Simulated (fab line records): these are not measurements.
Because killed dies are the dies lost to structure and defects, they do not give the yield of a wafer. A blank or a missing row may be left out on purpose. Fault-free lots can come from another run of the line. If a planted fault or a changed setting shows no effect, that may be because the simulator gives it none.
Chamber matching	flow n5-finfet	4 sister chambers for N5_BEOL_M7_STRIP_67 on rie-diel-02
The step strips in CF4. 16 wafers are shown with their chamber, then 8 later ones without.

WAFERS PAIRED WITH THEIR CHAMBERS
wafer	chamber	drypump-motor-current-A (A)	showerhead-plenum-p-Torr (Torr)	throttle-valve-pct (%)
L077.2	3	5.9	1.90	13.22
L077.3	2	6.5	1.74	13.81
L077.6	2	6.5	1.74	13.82
L078.2	3	5.8	1.90	13.20
L078.3	1	5.6	1.90	13.24
L078.5	2	6.5	1.73	13.84
L079.1	1	5.6	1.90	13.25
L079.4	3	5.8	1.90	13.21
L079.6	0	5.1	1.87	13.83
L084.1	1	5.6	1.89	13.30
L084.2	0	5.1	1.86	13.85
L084.3	2	6.5	1.73	13.87
L084.4	2	6.5	1.73	13.84
L084.5	0	5.1	1.86	13.86
L084.6	1	5.7	1.89	13.28
L091.1	1	5.6	1.89	13.32

SIGNATURES (averages over the wafers above)
reading	chamber 0	chamber 1	chamber 2	chamber 3	scatter within a chamber
drypump-motor-current-A	5.100	5.620	6.500	5.833	0.035
showerhead-plenum-p-Torr	1.8633	1.8940	1.7340	1.9000	0.00506
throttle-valve-pct	13.8467	13.2780	13.8360	13.2100	0.0246
Rule: for a wafer and a chamber, the distance is found by dividing, reading by reading, the gap between the wafer's reading and the chamber's mean by the reading's scatter, squaring, summing and taking the root. The wafer belongs to the nearest chamber; if the next one is less than 2 further off, it can't be placed. The scatter: the root of (the sum of the squares of (reading less its chamber's mean) over the shown wafers, divided by (wafers less chambers)).

WAFERS MISSING THEIR CHAMBER
wafer	drypump-motor-current-A (A)	showerhead-plenum-p-Torr (Torr)	throttle-valve-pct (%)
L091.3	5.8	1.90	13.26
L091.5	5.1	1.86	13.87
L094.1	6.5	1.73	13.91
L094.5	5.1	1.86	13.91
L094.6	5.6	1.89	13.33
L097.2	5.1	1.86	13.90
L097.3	5.6	1.88	13.34
L097.6	5.6	1.89	13.33

WHICH CHAMBER EACH ONE RAN IN
wafer	from the rows above	in truth
L091.3	3	3
L091.5	0	0
L094.1	2	2
L094.5	0	0
L094.6	1	1
L097.2	0	0
L097.3	1	1
L097.6	1	1
Correct placement for 8 of the 8. Can't be placed from these rows: 0. Wrongly placed: 0.
